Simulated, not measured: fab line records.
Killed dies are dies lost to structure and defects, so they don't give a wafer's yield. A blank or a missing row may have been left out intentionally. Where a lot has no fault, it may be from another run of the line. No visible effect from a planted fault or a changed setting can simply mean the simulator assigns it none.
Chamber matching :: flow n5_finfet :: N5_DUMMY_GATE_STRIP_48 on rie_diel-04: 4 sister chambers
The step strips in N2/H2, time 20 s. 4 wafers are shown with their chamber, then 7 later ones without.

WAFERS WITH THEIR CHAMBER
wafer: L078.4
chamber: 1
showerhead_plenum_p_Torr (Torr): 3.48

wafer: L084.6
chamber: 0
showerhead_plenum_p_Torr (Torr): 3.23

wafer: L087.2
chamber: 3
showerhead_plenum_p_Torr (Torr): 3.13

wafer: L087.3
chamber: 2
showerhead_plenum_p_Torr (Torr): 3.46

WAFERS WITHOUT THEIR CHAMBER
wafer: L087.4
showerhead_plenum_p_Torr (Torr): 3.47

wafer: L091.1
showerhead_plenum_p_Torr (Torr): 3.47

wafer: L091.5
showerhead_plenum_p_Torr (Torr): 3.13

wafer: L091.6
showerhead_plenum_p_Torr (Torr): 3.22

wafer: L094.2
showerhead_plenum_p_Torr (Torr): 3.47

wafer: L094.3
showerhead_plenum_p_Torr (Torr): 3.13

wafer: L094.5
showerhead_plenum_p_Torr (Torr): 3.46

EACH ONE'S CHAMBER
wafer: L087.4
from the rows above: can't be placed: 1 or 2
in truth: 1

wafer: L091.1
from the rows above: can't be placed: 1 or 2
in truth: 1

wafer: L091.5
from the rows above: 3
in truth: 3

wafer: L091.6
from the rows above: 0
in truth: 0

wafer: L094.2
from the rows above: can't be placed: 1 or 2
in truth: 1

wafer: L094.3
from the rows above: 3
in truth: 3

wafer: L094.5
from the rows above: 2
in truth: 2
Placed correctly: 4 of 7. Unplaceable from these rows: 3, with the true chamber sitting among the candidates in 3. Number placed wrongly: 0.
How it was worked out, from the rows above alone: a wafer's distance from a chamber is the root of the sum, over the readings, of the square of ((its reading less the chamber's mean) divided by the reading's scatter). If the next closest chamber is less than 2 further off than the closest, the wafer can't be placed; otherwise it belongs to the closest. For every chamber, the mean is computed from those of its wafers that are shown. The scatter (one wafer shown for each chamber): square how far every hidden wafer sits from the nearest shown wafer, average those squares and take the square root.
